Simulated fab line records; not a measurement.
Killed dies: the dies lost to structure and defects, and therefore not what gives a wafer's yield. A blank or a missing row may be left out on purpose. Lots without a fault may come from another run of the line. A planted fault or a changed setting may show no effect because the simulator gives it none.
Which tool was responsible? | flow n5-finfet | at 1 step of a route of 1938, 19 lots with 57 wafers sampled

WHAT THE GAUGES READ, wafer by wafer
N5_ZERO_LAYER_INSPECT_20: inspects for defects (darkfield). Usual: raw-defect-count 35, standard deviation 14.
lot  | measured    | on                | raw-defect-count | flag
L075 | day 1 19:16 | defect-inspect-02 | 49 78 35         |
L076 | day 2 01:22 | defect-inspect-01 | 69 39 49         |
L077 | day 2 07:15 | defect-inspect-02 | 17 54 36         |
L079 | day 2 19:22 | defect-inspect-02 | 20 14 37         |
L080 | day 3 01:16 | defect-inspect-02 | 35 24 35         |
L081 | day 3 07:17 | defect-inspect-02 | 23 38 44         |
L082 | day 3 13:34 | defect-inspect-01 | 29 31 23         |
L083 | day 3 19:34 | defect-inspect-01 | 49 41 58         |
L084 | day 4 01:33 | defect-inspect-02 | 39 45 45         |
L085 | day 4 07:41 | defect-inspect-02 | 25 34 30         |
L086 | day 4 13:31 | defect-inspect-01 | 26 37 35         |
L087 | day 4 19:24 | defect-inspect-01 | 23 31 35         |
L088 | day 5 01:25 | defect-inspect-01 | 40 60 45         |
L089 | day 5 07:19 | defect-inspect-01 | 28 36 23         |
L090 | day 5 13:23 | defect-inspect-02 | 21 24 17         |
L091 | day 5 19:24 | defect-inspect-02 | 28 26 43         |
L092 | day 6 01:36 | defect-inspect-01 | 22 18 30         |
L093 | day 6 07:39 | defect-inspect-01 | 40 18 20         |
L095 | day 6 19:31 | defect-inspect-01 | 26 33 33         |

WHAT TOOL EACH LOT RAN ON (gives the tool, then ch and the chambers of the sampled wafers, and finally the start)
The record shows no process step preceding these readings.

WHAT THE TOOLS THEMSELVES READ (means of the sampled wafers that have a number; where no wafer has one, the mark that the record gives instead)
The record holds no such reading with a usual standard deviation.

THE ANSWER, worked out from the rows above alone
Rule: take the mean of a lot's wafers that have a number; if it is more than 3 standard deviations from the usual mean, the lot is off. Also off: a lot with no number at a reading for which 4 or more lots have one. All remaining lots with rows at the step are treated as sound. First the gauges in route order, then the tools' own readings, where a lot's mean is used as printed above. The first step at which some lot is off is used, and at that step the reading that is off furthest; a lot without a number counts as furthest.
No lot is off on any of the readings shown, so nothing can be concluded from this.

WHAT THE SIMULATOR HAD INSERTED
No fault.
